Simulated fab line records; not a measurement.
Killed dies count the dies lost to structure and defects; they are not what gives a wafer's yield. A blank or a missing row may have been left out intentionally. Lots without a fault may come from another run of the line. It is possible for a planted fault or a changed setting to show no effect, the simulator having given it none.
fab line records / flow n5Finfet
record: lots: 11 wafers: 32 lastDay: 21
route steps=1938 shown BEOL_M6@1241
lots that met no fault: from a run of the same line without faults
startH: hours from the record's opening day to when the first of the lot's shown wafers began / waitH: time in hours since the lot's previous step / " identical to the entry in the row above / L1.1+2: a row that stands for several wafers / - either no value or no given start / * or withheld: withheld / < > ~ a bound
route shown NAME@n: a module of which the file shows steps, and the number in the route of the first / usual: mean/standard deviation of fault-free wafers / same: alike in all rows / chamber/n: place in a boat / sites: the reading at each site / _std_site: standard deviation across them / _edge_site: mean of outer sites minus mean of inner sites / radiusMm: how far each site lies from the wafer's centre / mask NAME#n: copy n / behind: the most recent tool/chamber to have shaped the wafer / hold: cause of the lot's hold/its duration in hours/its outcome / device: the transistor (n, p or np) that didn't switch / end of line: the route-end tests of the same wafers / step lacking rows: just its recipe / killed: dies lost to structure and defects at the first sort, not the wafer's yield / map: the dies of a wafer, with x for killed, . for not killed, _ for no die there
set.NAME: the setting as run; set.NAME@STEP: as run at that earlier step / model.NAME: the simulator's own value behind a step, which no gauge read
one table for each step of the route and one row for each wafer, over a sample of lots
services: the hour from which a tool's chamber was out of use, counted from the record's first day as startH (under 0 if before that day), plus the number of hours and why
== steps ==
step: N5_BEOL_M6_STRIP_80
recipe: chemistry: N2/H2 timeS: 10 powerW: 450 tempC: 40 pressureMtorr: 20 rfFrequencyHz: 6e+07 biasPowerW: 7 n2FlowSccm: 200 h2FlowSccm: 200
usual: drypumpMotorCurrentA: 5.69/0.2 oesProductAu: 0.79/0.079 rfVppV: 59.1/0.83 showerheadPlenumPTorr: 2.51/0.082 throttleValvePct: 23.7/0.3
lot.wafer=L427.1 tool=rieDiel-04 chamber=0 startH=- waitH=- drypumpMotorCurrentA=5.87 oesProductAu=0.89 rfHoursCounterH=40 rfVppV=59.6 showerheadPlenumPTorr=2.47 throttleValvePct=23.5
lot.wafer=L427.4 tool=rieDiel-04 chamber=1 startH=- waitH=- drypumpMotorCurrentA=5.93 oesProductAu=0.91 rfHoursCounterH=26 rfVppV=60.1 showerheadPlenumPTorr=2.49 throttleValvePct=23.6
lot.wafer=L427.6 tool=rieDiel-04 chamber=1 startH=- waitH=- drypumpMotorCurrentA=5.92 oesProductAu=0.91 rfHoursCounterH=- rfVppV=58.9 showerheadPlenumPTorr=2.49 throttleValvePct=23.6
lot.wafer=L428.2 tool=rieDiel-01 chamber=2 startH=- waitH=- drypumpMotorCurrentA=5.66 oesProductAu=0.73 rfHoursCounterH=199 rfVppV=57.7 showerheadPlenumPTorr=2.53 throttleValvePct=24.2
lot.wafer=L428.4 tool=rieDiel-01 chamber=3 startH=- waitH=- drypumpMotorCurrentA=5.88 oesProductAu=0.90 rfHoursCounterH=24 rfVppV=58.9 showerheadPlenumPTorr=2.49 throttleValvePct=23.4
lot.wafer=L431.2 tool=rieDiel-03 chamber=2 startH=- waitH=- drypumpMotorCurrentA=5.98 oesProductAu=0.70 rfHoursCounterH=214 rfVppV=60.5 showerheadPlenumPTorr=2.61 throttleValvePct=23.6
lot.wafer=L431.4 tool=rieDiel-03 chamber=1 startH=- waitH=- drypumpMotorCurrentA=5.78 oesProductAu=0.74 rfHoursCounterH=156 rfVppV=58.5 showerheadPlenumPTorr=2.42 throttleValvePct=23.9
lot.wafer=L431.5 tool=rieDiel-03 chamber=3 startH=- waitH=- drypumpMotorCurrentA=5.65 oesProductAu=0.76 rfHoursCounterH=- rfVppV=57.2 showerheadPlenumPTorr=2.40 throttleValvePct=23.3
lot.wafer=L437.1 tool=rieDiel-01 chamber=0 startH=- waitH=- drypumpMotorCurrentA=5.76 oesProductAu=0.79 rfHoursCounterH=143 rfVppV=59.3 showerheadPlenumPTorr=2.44 throttleValvePct=23.7
lot.wafer=L437.4 tool=rieDiel-01 chamber=2 startH=- waitH=- drypumpMotorCurrentA=5.64 oesProductAu=0.70 rfHoursCounterH=215 rfVppV=58.8 showerheadPlenumPTorr=2.52 throttleValvePct=24.3
lot.wafer=L437.5 tool=rieDiel-01 chamber=2 startH=- waitH=- drypumpMotorCurrentA=5.64 oesProductAu=0.70 rfHoursCounterH=- rfVppV=58.7 showerheadPlenumPTorr=2.52 throttleValvePct=24.3
lot.wafer=L438.2 tool=rieDiel-01 chamber=3 startH=- waitH=- drypumpMotorCurrentA=5.84 oesProductAu=0.87 rfHoursCounterH=40 rfVppV=58.8 showerheadPlenumPTorr=2.48 throttleValvePct=23.4
lot.wafer=L438.3 tool=rieDiel-01 chamber=0 startH=- waitH=- drypumpMotorCurrentA=5.72 oesProductAu=0.79 rfHoursCounterH=144 rfVppV=59.8 showerheadPlenumPTorr=2.44 throttleValvePct=23.7
lot.wafer=L438.4 tool=rieDiel-01 chamber=2 startH=- waitH=- drypumpMotorCurrentA=5.63 oesProductAu=0.71 rfHoursCounterH=217 rfVppV=59.6 showerheadPlenumPTorr=2.52 throttleValvePct=24.3
lot.wafer=L441.2 tool=rieDiel-04 chamber=3 startH=- waitH=- drypumpMotorCurrentA=5.25 oesProductAu=0.70 rfHoursCounterH=230 rfVppV=59.4 showerheadPlenumPTorr=2.62 throttleValvePct=24.2
lot.wafer=L441.5 tool=rieDiel-04 chamber=1 startH=- waitH=- drypumpMotorCurrentA=5.91 oesProductAu=0.85 rfHoursCounterH=- rfVppV=59.8 showerheadPlenumPTorr=2.48 throttleValvePct=23.6
lot.wafer=L441.6 tool=rieDiel-04 chamber=2 startH=- waitH=- drypumpMotorCurrentA=5.43 oesProductAu=0.88 rfHoursCounterH=- rfVppV=59.7 showerheadPlenumPTorr=2.60 throttleValvePct=23.7
lot.wafer=L444.3 tool=rieDiel-01 chamber=3 startH=- waitH=- drypumpMotorCurrentA=5.87 oesProductAu=0.87 rfHoursCounterH=54 rfVppV=58.5 showerheadPlenumPTorr=2.48 throttleValvePct=23.4
lot.wafer=L444.4 tool=rieDiel-01 chamber=2 startH=- waitH=- drypumpMotorCurrentA=5.65 oesProductAu=0.69 rfHoursCounterH=231 rfVppV=60.9 showerheadPlenumPTorr=2.51 throttleValvePct=24.3
lot.wafer=L444.5 tool=rieDiel-01 chamber=2 startH=- waitH=- drypumpMotorCurrentA=5.64 oesProductAu=0.70 rfHoursCounterH=- rfVppV=60.6 showerheadPlenumPTorr=2.51 throttleValvePct=24.3
lot.wafer=L445.2 tool=rieDiel-04 chamber=1 startH=- waitH=- drypumpMotorCurrentA=5.92 oesProductAu=0.85 rfHoursCounterH=64 rfVppV=59.0 showerheadPlenumPTorr=2.48 throttleValvePct=23.6
lot.wafer=L445.3 tool=rieDiel-04 chamber=0 startH=- waitH=- drypumpMotorCurrentA=5.85 oesProductAu=0.83 rfHoursCounterH=77 rfVppV=58.6 showerheadPlenumPTorr=2.45 throttleValvePct=23.5
lot.wafer=L445.5 tool=rieDiel-04 chamber=0 startH=- waitH=- drypumpMotorCurrentA=5.87 oesProductAu=0.83 rfHoursCounterH=- rfVppV=59.2 showerheadPlenumPTorr=2.45 throttleValvePct=23.5
lot.wafer=L446.2 tool=rieDiel-04 chamber=2 startH=- waitH=- drypumpMotorCurrentA=5.42 oesProductAu=0.86 rfHoursCounterH=52 rfVppV=59.2 showerheadPlenumPTorr=2.60 throttleValvePct=23.7
lot.wafer=L446.3 tool=rieDiel-04 chamber=0 startH=- waitH=- drypumpMotorCurrentA=5.85 oesProductAu=0.83 rfHoursCounterH=85 rfVppV=60.6 showerheadPlenumPTorr=2.45 throttleValvePct=23.5
lot.wafer=L446.6 tool=rieDiel-04 chamber=1 startH=- waitH=- drypumpMotorCurrentA=5.97 oesProductAu=0.84 rfHoursCounterH=- rfVppV=59.0 showerheadPlenumPTorr=2.47 throttleValvePct=23.6
lot.wafer=L448.1 tool=rieDiel-04 chamber=2 startH=- waitH=- drypumpMotorCurrentA=5.44 oesProductAu=0.86 rfHoursCounterH=53 rfVppV=60.2 showerheadPlenumPTorr=2.60 throttleValvePct=23.8
lot.wafer=L448.2 tool=rieDiel-04 chamber=1 startH=- waitH=- drypumpMotorCurrentA=5.94 oesProductAu=0.83 rfHoursCounterH=73 rfVppV=60.1 showerheadPlenumPTorr=2.47 throttleValvePct=23.6
lot.wafer=L448.6 tool=rieDiel-04 chamber=0 startH=- waitH=- drypumpMotorCurrentA=5.88 oesProductAu=0.83 rfHoursCounterH=- rfVppV=59.0 showerheadPlenumPTorr=2.45 throttleValvePct=23.5
lot.wafer=L450.4 tool=rieDiel-03 chamber=0 startH=- waitH=- drypumpMotorCurrentA=5.54 oesProductAu=0.88 rfHoursCounterH=- rfVppV=59.8 showerheadPlenumPTorr=2.46 throttleValvePct=23.1
lot.wafer=L450.5 tool=rieDiel-03 chamber=2 startH=- waitH=- drypumpMotorCurrentA=5.97 oesProductAu=1.00 rfHoursCounterH=- rfVppV=60.1 showerheadPlenumPTorr=2.60 throttleValvePct=23.3
lot.wafer=L450.6 tool=rieDiel-03 chamber=3 startH=- waitH=- drypumpMotorCurrentA=5.66 oesProductAu=0.72 rfHoursCounterH=- rfVppV=58.9 showerheadPlenumPTorr=2.38 throttleValvePct=23.3
step: N5_BEOL_M6_DEGAS_44
recipe: ambient: vacuum tempC: 250 timeS: 60
usual: heaterPowerW: 310/29
lot.wafer=L427.1 tool=pvdSputter-01 chamber=- startH=260.34 waitH=0.3 heaterPowerW=360
lot.wafer=L427.4 tool=pvdSputter-01 chamber=- startH=260.34 waitH=0.3 heaterPowerW=300
lot.wafer=L427.6 tool=pvdSputter-01 chamber=- startH=260.34 waitH=0.3 heaterPowerW=296
lot.wafer=L428.2 tool=pvdSputter-01 chamber=- startH=291.13 waitH=0.3 heaterPowerW=316
lot.wafer=L428.4 tool=pvdSputter-01 chamber=- startH=291.13 waitH=0.3 heaterPowerW=359
lot.wafer=L431.2 tool=pvdSputter-03 chamber=- startH=299.70 waitH=0.2 heaterPowerW=270
lot.wafer=L431.4 tool=pvdSputter-03 chamber=- startH=299.70 waitH=0.2 heaterPowerW=335
lot.wafer=L431.5 tool=pvdSputter-03 chamber=- startH=299.70 waitH=0.2 heaterPowerW=262
lot.wafer=L437.1 tool=pvdSputter-01 chamber=- startH=333.51 waitH=2.2 heaterPowerW=342
lot.wafer=L437.4 tool=pvdSputter-01 chamber=- startH=333.51 waitH=2.2 heaterPowerW=368
lot.wafer=L437.5 tool=pvdSputter-01 chamber=- startH=333.51 waitH=2.2 heaterPowerW=342
lot.wafer=L438.2 tool=pvdSputter-02 chamber=- startH=338.84 waitH=0.6 heaterPowerW=343
lot.wafer=L438.3 tool=pvdSputter-02 chamber=- startH=338.84 waitH=0.6 heaterPowerW=302
lot.wafer=L438.4 tool=pvdSputter-02 chamber=- startH=338.84 waitH=0.6 heaterPowerW=286
lot.wafer=L441.2 tool=pvdSputter-01 chamber=- startH=377.57 waitH=0.4 heaterPowerW=339
lot.wafer=L441.5 tool=pvdSputter-01 chamber=- startH=377.57 waitH=0.4 heaterPowerW=291
lot.wafer=L441.6 tool=pvdSputter-01 chamber=- startH=377.57 waitH=0.4 heaterPowerW=370
lot.wafer=L444.3 tool=pvdSputter-03 chamber=- startH=381.53 waitH=0.6 heaterPowerW=265
lot.wafer=L444.4 tool=pvdSputter-03 chamber=- startH=381.53 waitH=0.6 heaterPowerW=330
lot.wafer=L444.5 tool=pvdSputter-03 chamber=- startH=381.53 waitH=0.6 heaterPowerW=324
lot.wafer=L445.2 tool=pvdSputter-03 chamber=- startH=381.69 waitH=0.3 heaterPowerW=320
lot.wafer=L445.3 tool=pvdSputter-03 chamber=- startH=381.69 waitH=0.3 heaterPowerW=328
lot.wafer=L445.5 tool=pvdSputter-03 chamber=- startH=381.69 waitH=0.3 heaterPowerW=299
lot.wafer=L446.2 tool=pvdSputter-03 chamber=- startH=405.74 waitH=0.9 heaterPowerW=329
lot.wafer=L446.3 tool=pvdSputter-03 chamber=- startH=405.74 waitH=0.9 heaterPowerW=334
lot.wafer=L446.6 tool=pvdSputter-03 chamber=- startH=405.74 waitH=0.9 heaterPowerW=263
lot.wafer=L448.1 tool=pvdSputter-03 chamber=- startH=406.68 waitH=0.4 heaterPowerW=321
lot.wafer=L448.2 tool=pvdSputter-03 chamber=- startH=406.68 waitH=0.4 heaterPowerW=327
lot.wafer=L448.6 tool=pvdSputter-03 chamber=- startH=406.68 waitH=0.4 heaterPowerW=263
lot.wafer=L450.4 tool=pvdSputter-02 chamber=- startH=418.50 waitH=0.1 heaterPowerW=290
lot.wafer=L450.5 tool=pvdSputter-02 chamber=- startH=418.50 waitH=0.1 heaterPowerW=286
lot.wafer=L450.6 tool=pvdSputter-02 chamber=- startH=418.50 waitH=0.1 heaterPowerW=310
step: N5_BEOL_M6_SURFACE_TREAT_79
recipe: gas: Ar timeS: * ionEnergyEv: * ionCurrentMaCm2: 0.5 pressureMtorr: * arFlowSccm: 30
usual: throttleValvePct: *
lot.wafer=L427.1 tool=pvdSputter-02 chamber=- startH=260.72 waitH=0.2 throttleValvePct=*
lot.wafer=L427.4 tool=pvdSputter-02 chamber=- startH=260.72 waitH=0.2 throttleValvePct=*
lot.wafer=L427.6 tool=pvdSputter-02 chamber=- startH=260.72 waitH=0.2 throttleValvePct=*
lot.wafer=L428.2 tool=pvdSputter-01 chamber=- startH=292.03 waitH=0.6 throttleValvePct=*
lot.wafer=L428.4 tool=pvdSputter-01 chamber=- startH=292.03 waitH=0.6 throttleValvePct=*
lot.wafer=L431.2 tool=pvdSputter-03 chamber=- startH=300.14 waitH=0.2 throttleValvePct=*
lot.wafer=L431.4 tool=pvdSputter-03 chamber=- startH=300.14 waitH=0.2 throttleValvePct=*
lot.wafer=L431.5 tool=pvdSputter-03 chamber=- startH=300.14 waitH=0.2 throttleValvePct=*
lot.wafer=L437.1 tool=pvdSputter-01 chamber=- startH=333.91 waitH=0.2 throttleValvePct=*
lot.wafer=L437.4 tool=pvdSputter-01 chamber=- startH=333.91 waitH=0.2 throttleValvePct=*
lot.wafer=L437.5 tool=pvdSputter-01 chamber=- startH=333.91 waitH=0.2 throttleValvePct=*
lot.wafer=L438.2 tool=pvdSputter-03 chamber=- startH=339.48 waitH=0.2 throttleValvePct=*
lot.wafer=L438.3 tool=pvdSputter-03 chamber=- startH=339.48 waitH=0.2 throttleValvePct=*
lot.wafer=L438.4 tool=pvdSputter-03 chamber=- startH=339.48 waitH=0.2 throttleValvePct=*
lot.wafer=L441.2 tool=pvdSputter-01 chamber=- startH=378.05 waitH=0.2 throttleValvePct=*
lot.wafer=L441.5 tool=pvdSputter-01 chamber=- startH=378.05 waitH=0.2 throttleValvePct=*
lot.wafer=L441.6 tool=pvdSputter-01 chamber=- startH=378.05 waitH=0.2 throttleValvePct=*
lot.wafer=L444.3 tool=pvdSputter-01 chamber=- startH=381.99 waitH=0.2 throttleValvePct=*
lot.wafer=L444.4 tool=pvdSputter-01 chamber=- startH=381.99 waitH=0.2 throttleValvePct=*
lot.wafer=L444.5 tool=pvdSputter-01 chamber=- startH=381.99 waitH=0.2 throttleValvePct=*
lot.wafer=L445.2 tool=pvdSputter-03 chamber=- startH=382.09 waitH=0.2 throttleValvePct=*
lot.wafer=L445.3 tool=pvdSputter-03 chamber=- startH=382.09 waitH=0.2 throttleValvePct=*
lot.wafer=L445.5 tool=pvdSputter-03 chamber=- startH=382.09 waitH=0.2 throttleValvePct=*
lot.wafer=L446.2 tool=pvdSputter-01 chamber=- startH=406.27 waitH=0.3 throttleValvePct=*
lot.wafer=L446.3 tool=pvdSputter-01 chamber=- startH=406.27 waitH=0.3 throttleValvePct=*
lot.wafer=L446.6 tool=pvdSputter-01 chamber=- startH=406.27 waitH=0.3 throttleValvePct=*
lot.wafer=L448.1 tool=pvdSputter-01 chamber=- startH=407.21 waitH=0.3 throttleValvePct=*
lot.wafer=L448.2 tool=pvdSputter-01 chamber=- startH=407.21 waitH=0.3 throttleValvePct=*
lot.wafer=L448.6 tool=pvdSputter-01 chamber=- startH=407.21 waitH=0.3 throttleValvePct=*
lot.wafer=L450.4 tool=pvdSputter-01 chamber=- startH=418.89 waitH=0.2 throttleValvePct=*
lot.wafer=L450.5 tool=pvdSputter-01 chamber=- startH=418.89 waitH=0.2 throttleValvePct=*
lot.wafer=L450.6 tool=pvdSputter-01 chamber=- startH=418.89 waitH=0.2 throttleValvePct=*
step: N5_BEOL_M6_ECD_50
recipe: material: Cu targetThkA: 3000
lot.wafer=L427.1+4+6 tool=ecdCu-02 chamber=0 startH=262.61 waitH=0.1
lot.wafer=L428.2+4 tool=ecdCu-02 chamber=0,1 startH=292.65 waitH=0.1
lot.wafer=L431.2+4+5 tool=ecdCu-01 chamber=0,0,1 startH=300.55 waitH=0.1
lot.wafer=L437.1+4+5 tool=ecdCu-02 chamber=1,0,1 startH=334.29 waitH=0.1
lot.wafer=L438.2+3+4 tool=ecdCu-02 chamber=1,1,0 startH=340.45 waitH=0.1
lot.wafer=L441.2+5+6 tool=ecdCu-01 chamber=0,0,1 startH=378.47 waitH=0.1
lot.wafer=L444.3+4+5 tool=ecdCu-01 chamber=1,0,1 startH=382.31 waitH=0.1
lot.wafer=L445.2+3+5 tool=ecdCu-01 chamber=1,1,0 startH=382.43 waitH=0.1
lot.wafer=L446.2+3+6 tool=ecdCu-01 chamber=1 startH=406.72 waitH=0.1
lot.wafer=L448.1+2+6 tool=ecdCu-01 chamber=0,1,1 startH=409.32 waitH=0.1
lot.wafer=L450.4+5+6 tool=ecdCu-02 chamber=1,1,0 startH=419.40 waitH=0.1
step: N5_BEOL_M6_CMP_52
recipe: stopOn: SiCOH_lowk tOverpolishS: 6.9 downForcePsi: 1 platenRpm: 50 clearingPlatenDownForcePsi: 1.5 clearingPlatenRpm: 50 postCmpClean: cuAlkaline targetThkNm: 80 clearingPlatenPadVelocityMS: 0.99484 padVelocityMS: 0.99484
usual: headPressurePsi: 1.0002/0.0022 motorCurrentA: 6.2/0.44 timeToEndpointS: 62/3.4
lot.wafer=L427.4 tool=cmp-04 chamber=2 startH=263.00 waitH=0.1 headPressurePsi=0.9981 motorCurrentA=6.1 timeToEndpointS=64
lot.wafer=L427.1 tool=cmp-04 chamber=1 startH=263.00 waitH=0.1 headPressurePsi=0.9983 motorCurrentA=6.0 timeToEndpointS=63
lot.wafer=L427.6 tool=cmp-04 chamber=3 startH=263.00 waitH=0.1 headPressurePsi=1.0016 motorCurrentA=6.7 timeToEndpointS=55
lot.wafer=L428.2 tool=cmp-02 chamber=1 startH=293.04 waitH=0.2 headPressurePsi=0.9999 motorCurrentA=5.7 timeToEndpointS=63
lot.wafer=L428.4 tool=cmp-02 chamber=3 startH=293.04 waitH=0.2 headPressurePsi=1.0058 motorCurrentA=6.6 timeToEndpointS=60
lot.wafer=L431.4 tool=cmp-03 chamber=3 startH=301.20 waitH=0.1 headPressurePsi=1.0003 motorCurrentA=5.6 timeToEndpointS=60
lot.wafer=L431.2 tool=cmp-03 chamber=1 startH=301.20 waitH=0.1 headPressurePsi=1.0012 motorCurrentA=6.7 timeToEndpointS=68
lot.wafer=L431.5 tool=cmp-03 chamber=3 startH=301.20 waitH=0.1 headPressurePsi=1.0026 motorCurrentA=5.9 timeToEndpointS=60
lot.wafer=L437.4 tool=cmp-04 chamber=1 startH=334.81 waitH=0.2 headPressurePsi=1.0029 motorCurrentA=5.6 timeToEndpointS=70
lot.wafer=L437.1 tool=cmp-04 chamber=3 startH=334.81 waitH=0.2 headPressurePsi=0.9988 motorCurrentA=6.7 timeToEndpointS=58
lot.wafer=L437.5 tool=cmp-04 chamber=1 startH=334.81 waitH=0.2 headPressurePsi=0.9970 motorCurrentA=6.0 timeToEndpointS=71
lot.wafer=L438.4 tool=cmp-04 chamber=1 startH=341.03 waitH=0.1 headPressurePsi=0.9988 motorCurrentA=5.9 timeToEndpointS=124
lot.wafer=L438.2 tool=cmp-04 chamber=2 startH=341.03 waitH=0.1 headPressurePsi=1.0005 motorCurrentA=6.2 timeToEndpointS=65
lot.wafer=L438.3 tool=cmp-04 chamber=0 startH=341.03 waitH=0.1 headPressurePsi=0.9998 motorCurrentA=5.6 timeToEndpointS=58
lot.wafer=L441.2 tool=cmp-03 chamber=2 startH=378.91 waitH=0.3 headPressurePsi=1.0056 motorCurrentA=6.8 timeToEndpointS=62
lot.wafer=L441.6 tool=cmp-03 chamber=1 startH=378.91 waitH=0.3 headPressurePsi=0.9995 motorCurrentA=6.7 timeToEndpointS=64
lot.wafer=L441.5 tool=cmp-03 chamber=2 startH=378.91 waitH=0.3 headPressurePsi=1.0038 motorCurrentA=6.7 timeToEndpointS=61
lot.wafer=L444.4 tool=cmp-02 chamber=0 startH=382.93 waitH=0.2 headPressurePsi=0.9949 motorCurrentA=6.1 timeToEndpointS=61
lot.wafer=L444.3 tool=cmp-02 chamber=2 startH=382.93 waitH=0.2 headPressurePsi=0.9960 motorCurrentA=6.2 timeToEndpointS=59
lot.wafer=L444.5 tool=cmp-02 chamber=1 startH=382.93 waitH=0.2 headPressurePsi=1.0035 motorCurrentA=6.1 timeToEndpointS=63
lot.wafer=L445.2 tool=cmp-02 chamber=0 startH=383.15 waitH=0.3 headPressurePsi=0.9993 motorCurrentA=5.8 timeToEndpointS=63
lot.wafer=L445.3 tool=cmp-02 chamber=1 startH=383.15 waitH=0.3 headPressurePsi=0.9977 motorCurrentA=6.0 timeToEndpointS=65
lot.wafer=L445.5 tool=cmp-02 chamber=1 startH=383.15 waitH=0.3 headPressurePsi=0.9992 motorCurrentA=6.0 timeToEndpointS=67
lot.wafer=L446.3 tool=cmp-04 chamber=1 startH=407.15 waitH=0.2 headPressurePsi=0.9980 motorCurrentA=5.8 timeToEndpointS=65
lot.wafer=L446.2 tool=cmp-04 chamber=2 startH=407.15 waitH=0.2 headPressurePsi=0.9979 motorCurrentA=5.9 timeToEndpointS=63
lot.wafer=L446.6 tool=cmp-04 chamber=0 startH=407.15 waitH=0.2 headPressurePsi=0.9992 motorCurrentA=5.6 timeToEndpointS=57
lot.wafer=L448.1 tool=cmp-02 chamber=0 startH=409.92 waitH=0.3 headPressurePsi=1.0023 motorCurrentA=6.2 timeToEndpointS=66
lot.wafer=L448.2 tool=cmp-02 chamber=2 startH=409.92 waitH=0.3 headPressurePsi=0.9986 motorCurrentA=6.0 timeToEndpointS=62
lot.wafer=L448.6 tool=cmp-02 chamber=3 startH=409.92 waitH=0.3 headPressurePsi=1.0021 motorCurrentA=7.2 timeToEndpointS=64
lot.wafer=L450.4 tool=cmp-02 chamber=0 startH=419.95 waitH=0.1 headPressurePsi=0.9988 motorCurrentA=6.1 timeToEndpointS=63
lot.wafer=L450.5 tool=cmp-02 chamber=0 startH=419.95 waitH=0.1 headPressurePsi=1.0008 motorCurrentA=5.8 timeToEndpointS=65
lot.wafer=L450.6 tool=cmp-02 chamber=1 startH=419.95 waitH=0.1 headPressurePsi=1.0024 motorCurrentA=6.0 timeToEndpointS=59
== services ==
tool=rieDiel-03 chamber=2 startH=238.86 hours=1.8 kind=repair
tool=rieDiel-03 chamber=3 startH=254.51 hours=19.3 kind=repair
tool=cmp-03 chamber=- startH=258.56 hours=4.0 kind=pm
tool=cmp-03 chamber=- startH=262.56 hours=- kind=consumableReplace:conditioner
tool=cmp-03 chamber=- startH=262.56 hours=- kind=consumableReplace:pad
tool=cmp-02 chamber=- startH=272.36 hours=2.1 kind=repair
tool=cmp-04 chamber=- startH=289.28 hours=0.3 kind=repair
tool=rieDiel-03 chamber=3 startH=289.92 hours=5.3 kind=repair
tool=rieDiel-04 chamber=0 startH=298.90 hours=4.3 kind=repair
tool=cmp-04 chamber=- startH=308.45 hours=1.2 kind=repair
tool=cmp-04 chamber=- startH=319.52 hours=8.4 kind=repair
tool=rieDiel-04 chamber=2 startH=332.82 hours=4.0 kind=repair
tool=cmp-03 chamber=- startH=345.46 hours=2.0 kind=repair
tool=cmp-03 chamber=- startH=351.98 hours=2.6 kind=repair
tool=cmp-04 chamber=- startH=381.92 hours=4.0 kind=pm
tool=cmp-04 chamber=- startH=385.92 hours=- kind=consumableReplace:conditioner
tool=cmp-04 chamber=- startH=385.92 hours=- kind=consumableReplace:pad
tool=cmp-02 chamber=- startH=387.25 hours=5.8 kind=pm
tool=rieDiel-01 chamber=0 startH=394.03 hours=3.4 kind=repair
tool=cmp-04 chamber=- startH=396.87 hours=3.4 kind=repair
tool=rieDiel-04 chamber=3 startH=403.00 hours=26.1 kind=repair
tool=rieDiel-01 chamber=1 startH=409.37 hours=8.5 kind=repair
tool=rieDiel-03 chamber=1 startH=417.77 hours=8.0 kind=repair
tool=cmp-02 chamber=- startH=418.69 hours=0.5 kind=repair
== key ==
firstSign: step: N5_BEOL_M6_CMP_52 reading: timeToEndpointS direction: up sigmas: 18 usual: * struck: *
effect none on later readings
metAt N5_BEOL_M6_ECD_50
struckLots L438
struckWafers L438.4
notActingAt N5_BEOL_M6_STRIP_80,N5_BEOL_M6_DEGAS_44,N5_BEOL_M6_SURFACE_TREAT_79
onsetBetween 334.29 340.45
fault: kind: processParameterDrift tool: ecdCu-02 chamber: - onsetH: 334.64 steps: N5_BEOL_M6_ECD_50 channel: targetThkA offset: * shape: step endH: 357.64 scope: struckWafersOnly actsIn: * stated: *
